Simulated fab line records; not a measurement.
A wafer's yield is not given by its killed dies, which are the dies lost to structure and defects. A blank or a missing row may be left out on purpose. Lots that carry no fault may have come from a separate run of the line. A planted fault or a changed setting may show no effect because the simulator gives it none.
Split-lot study -- flow n5_finfet -- route with 1938 steps; 7 lots, 39 wafers read

## ON THE SPLIT
At N5_BEOL_M3_TRENCH_ETCH_37 (etches SiOC in C4F6/O2, target depth 55.555 nm, time 29.2 s), the setting time_s was moved away from the recipe's 29.2 s on 15 of the 39 wafers read, by -50.1% to +43.3%. All remaining wafers had this setting at the recipe value.

## FROM THE SPLIT TO THE READING: what the file shows between them, 2 steps
- N5_BEOL_M3_ETCH_41: etches SiCN in CH3F/O2, target depth 29.9 nm, time 52.5 s
- N5_BEOL_M3_STRIP_97: strips in N2/H2, time 10 s

## THE READING
trench_depth_nm, in nm, at N5_BEOL_M3_OCD_MEAS_38. A value of 55.3 nm with a standard deviation of 0.94 nm is what fault-free wafers of this fab line usually give.

wafer,"tool, chamber at the split","time_s as run, s",against the recipe,"trench_depth_nm, nm",against lot-mates on the recipe
L074.1,"rie_diel-05, 3,2",29.2,recipe,54.6,-
L074.3,"rie_diel-05, 1",29.2,recipe,55.2,-
L074.6,"rie_diel-05, 3,2",29.2,recipe,55.2,-
L079.1,"rie_diel-06, 1",23.12,-20.8%,44.9,-10.8
L079.2,"rie_diel-06, 2",23.12,-20.8%,43.6,-12.1
L079.3,"rie_diel-06, 0",29.2,recipe,54.8,-
L079.4,"rie_diel-06, 3",29.2,recipe,56.4,-
L079.5,"rie_diel-06, 3",29.2,recipe,55.9,-
L079.6,"rie_diel-06, 2",23.12,-20.8%,44.0,-11.7
L084.1,"rie_diel-03, 3",29.2,recipe,55.8,-
L084.2,"rie_diel-03, 1",29.2,recipe,54.0,-
L084.3,"rie_diel-03, 0",29.2,recipe,54.7,-
L084.4,"rie_diel-03, 2",29.2,recipe,55.0,-
L084.5,"rie_diel-03, 2",29.2,recipe,55.7,-
L084.6,"rie_diel-03, 1",29.2,recipe,54.1,-
L086.1,"rie_diel-05, 1",22.63,-22.5%,44.0,-11.3
L086.2,"rie_diel-05, 0",22.63,-22.5%,42.7,-12.6
L086.3,"rie_diel-05, 3",29.2,recipe,55.2,-
L086.4,"rie_diel-05, 0",29.2,recipe,55.4,-
L086.5,"rie_diel-05, 3",29.2,recipe,55.3,-
L086.6,"rie_diel-05, 1",22.63,-22.5%,44.4,-10.9
L088.1,"rie_diel-03, 2",29.2,recipe,54.6,-
L088.2,"rie_diel-03, 1",41.83,+43.3%,76.2,+22.2
L088.3,"rie_diel-03, 0",29.2,recipe,54.0,-
L088.4,"rie_diel-03, 2",41.83,+43.3%,79.3,+25.3
L088.5,"rie_diel-03, 1",29.2,recipe,53.4,-
L088.6,"rie_diel-03, 0",41.83,+43.3%,78.2,+24.2
L090.1,"rie_diel-05, 3",14.57,-50.1%,28.1,-27.9
L090.2,"rie_diel-05, 1",29.2,recipe,56.7,-
L090.3,"rie_diel-05, 2",29.2,recipe,56.3,-
L090.4,"rie_diel-05, 0",29.2,recipe,55.0,-
L090.5,"rie_diel-05, 3",14.57,-50.1%,28.4,-27.6
L090.6,"rie_diel-05, 2",14.57,-50.1%,28.2,-27.8
L093.1,"rie_diel-03, 3",29.2,recipe,54.9,-
L093.2,"rie_diel-03, 2",20.65,-29.3%,38.8,-15.0
L093.3,"rie_diel-03, 0",20.65,-29.3%,38.5,-15.3
L093.4,"rie_diel-03, 1",29.2,recipe,52.9,-
L093.5,"rie_diel-03, 3",20.65,-29.3%,39.1,-14.7
L093.6,"rie_diel-03, 0",29.2,recipe,53.7,-
Rows listing several chambers each stand for several wafers; the file does not say which wafer went through which chamber.

FIT RESULTS
A straight line over all 39 wafers: trench_depth_nm changes by +0.531 nm for each +1% of time_s; r = +1.00; the points scatter about the line by 0.92 nm.
The same after taking each lot's own level away (the mean of its wafers on the recipe; 39 wafers): +0.546 nm for each +1%; r = +1.00; scatter 0.75 nm.
That fit puts the effect of the largest move of time_s on the reading at 27 nm.
From 53.83 to 56.00 nm: that is the span of the lots' own levels, equal to 2.3 times the standard deviation above.
So the lot-to-lot level changes the slope little: the two slopes agree.
Check: with one of the wafers moved furthest among these (-50.1%) left out of the fit, the line predicts -27.2 nm for it against its lot-mates. Against them it came out at -27.9 nm.

## OTHER SPLITS APPLIED TO THESE WAFERS
Before the reading, these wafers also passed through other splits. Each is held against what the fit with the lots' levels taken away leaves over:
other split on the same wafers,wafers away from the commonest value,r with trench_depth_nm (lot level and that fit taken away)
N5_FIN_SAQP_HM_DEP_03 time_s,15,-0.13
N5_MOL_CONTACT_COAG_ALD_27 time_s,12,+0.04
N5_BEOL_M0_DEP_125 time_s,12,-0.23
N5_BEOL_M2_ILD_DEP_00 time_s,12,-0.04

## THE WHOLE CHAIN: every reading that the file lists as answering this split, in the file's order
step,what it does,reading,change (the file's fit),r (the file's)
N5_BEOL_M3_TRENCH_ETCH_37,"etches SiOC in C4F6/O2, target depth 55.555 nm, time 29.2 s","BEOL_M3.feature_depth_nm (the simulator's own value, which no gauge read)",+0.555 nm for each +1% of the setting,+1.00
N5_BEOL_M3_TRENCH_ETCH_37,"etches SiOC in C4F6/O2, target depth 55.555 nm, time 29.2 s","etch.depth_nm (the simulator's own value, which no gauge read)",+0.555 nm for each +1% of the setting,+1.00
N5_BEOL_M3_TRENCH_ETCH_37,"etches SiOC in C4F6/O2, target depth 55.555 nm, time 29.2 s","TiN_of_BEOL_M3_HM_DEP_02.thk_nm (the simulator's own value, which no gauge read)",-0.0233 nm for each +1% of the setting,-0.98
N5_BEOL_M3_OCD_MEAS_38,,trench_depth_nm,+0.546 nm for each +1% of the setting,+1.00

## FILE'S OWN FIT
trench_depth_nm changes by +0.546 nm for each +1% of time_s, r = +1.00.
